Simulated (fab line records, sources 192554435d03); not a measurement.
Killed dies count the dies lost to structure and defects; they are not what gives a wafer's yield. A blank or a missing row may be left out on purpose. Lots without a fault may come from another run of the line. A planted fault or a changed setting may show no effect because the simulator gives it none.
Struck lot and sound lot, side by side + flow n5 finfet + 20 out of 1938 route steps
Sound: wafers L196.2, L196.3, L196.6. Struck: wafers L210.1, L210.2, L210.4. The cause is given at the end.
At each step with rows: each side's tool, then ch and its chambers, then its first start. Under that, the readings that differ: sound wafers + struck wafers + difference of the means + sigmas: that difference in standard deviations of wafers without a fault.
alike: readings with means less than 2 such deviations apart, plus words and numbers identical on both sides. not compared: withheld readings, readings lacking a value on some wafer, bounds such as >300 that could conceal the same value, and numbers that have no deviation in the record and whose values overlap.
The two part at a step that has a row with sigmas, a row that says differs or no value, or rows on one side only. Numbers that have no deviation but don't overlap get no sigmas and don't part them. A reading that every wafer of one side lacks parts them only if that side has two wafers or more.

first, 8 steps without rows for these wafers: N5_BEOL_M13_SPUTTER_44 (material Ta, target thk 10 nm, time 16.13 s); N5_BEOL_M13_SPUTTER_45 (material Cu, target thk 80 nm, time 13.33 s); N5_BEOL_M13_ECD_47 (material Cu, target thk 936 nm); N5_BEOL_M13_ANNEAL_48 (time 90 s); N5_BEOL_M13_CMP_49 (polishes, stops on SiOC, t overpolish 17.1 s, target thk 420 nm); N5_BEOL_M13_PRE_CLEAN_52 (time 15 s); N5_BEOL_M13_DEP_53 (deposits SiCN from 3MS/NH3, target thk 50 nm, time 17.8 s); N5_BEOL_M14_ILD_DEP_00 (deposits SiO2 from TEOS/O2, target thk 1119.3 nm, time 237.4 s).
N5_BEOL_M14_COAT_58: time 60 s, resist thk 89 nm.
  sound on litho track-01 ch 0, day 14 06:49; struck on litho track-01 ch 0, day 17 00:28
| reading                                    | sound                | struck               | difference | sigmas      |
|--------------------------------------------|----------------------|----------------------|------------|-------------|
| spin speed rpm (rpm)                       | 1499.8 1498.7 1500.0 | 1632.7 1632.5 1632.7 | +133.1     | +99 or more |
| model.BARC_of_BEOL_M14_COAT_58.thk nm (nm) | 88.6 89 89.2         | 85.4 85.2 85.4       | -3.6       |             |
  alike: exhaust pa
then, 8 steps without rows for these wafers: N5_BEOL_M14_COAT_04 (resist thk 800 nm); N5_BEOL_M14_EBR_06; N5_BEOL_M14_SOFTBAKE_05 (time 60 s); N5_BEOL_M14_EXPOSE_07 (exposes mask V13); N5_BEOL_M14_PEB_08 (peb time 90 s); N5_BEOL_M14_DEVELOP_09 (develop time 45 s); N5_BEOL_M14_HARDBAKE_14 (time 120 s); N5_BEOL_M14_DESCUM_15 (chemistry O2, time 7.9 s).
N5_BEOL_M14_ETCH_59: etches BARC in N2/H2, target depth 89 nm, overetch 26.7 nm, time 67.9 s.
  sound on rie diel-06 ch 0,1,3, day 14 07:13; struck on rie diel-01 ch 1,3, day 17 00:58
| reading                  | sound            | struck           | difference | sigmas |
|--------------------------|------------------|------------------|------------|--------|
| model.etch.depth nm (nm) | 88.6 88.91 89.13 | 85.33 85.1 85.43 | -3.59      |        |
  alike: drypump motor current A, n2 flow sccm, oes product au, rf fwd power W, rf vpp V, showerhead plenum p Torr, throttle valve pct
  not compared: rf hours counter h
then, 1 step without rows for these wafers: N5_BEOL_M14_VIA_ETCH_16 (etches SiO2 in C4F8/O2/Ar, target depth 1231.3 nm).
N5_PASSIVATION_PROBE_49:
  record: rows for the struck wafers here (prober-02, day 18 09:41), none for the sound ones

== WHERE THEY PART ==
First at N5_BEOL_M14_COAT_58; last, within this record, at N5_PASSIVATION_PROBE_49.

WHY: the cause the simulator had injected
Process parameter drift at N5_BEOL_M14_COAT_58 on litho track-01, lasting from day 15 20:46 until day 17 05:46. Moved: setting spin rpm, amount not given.
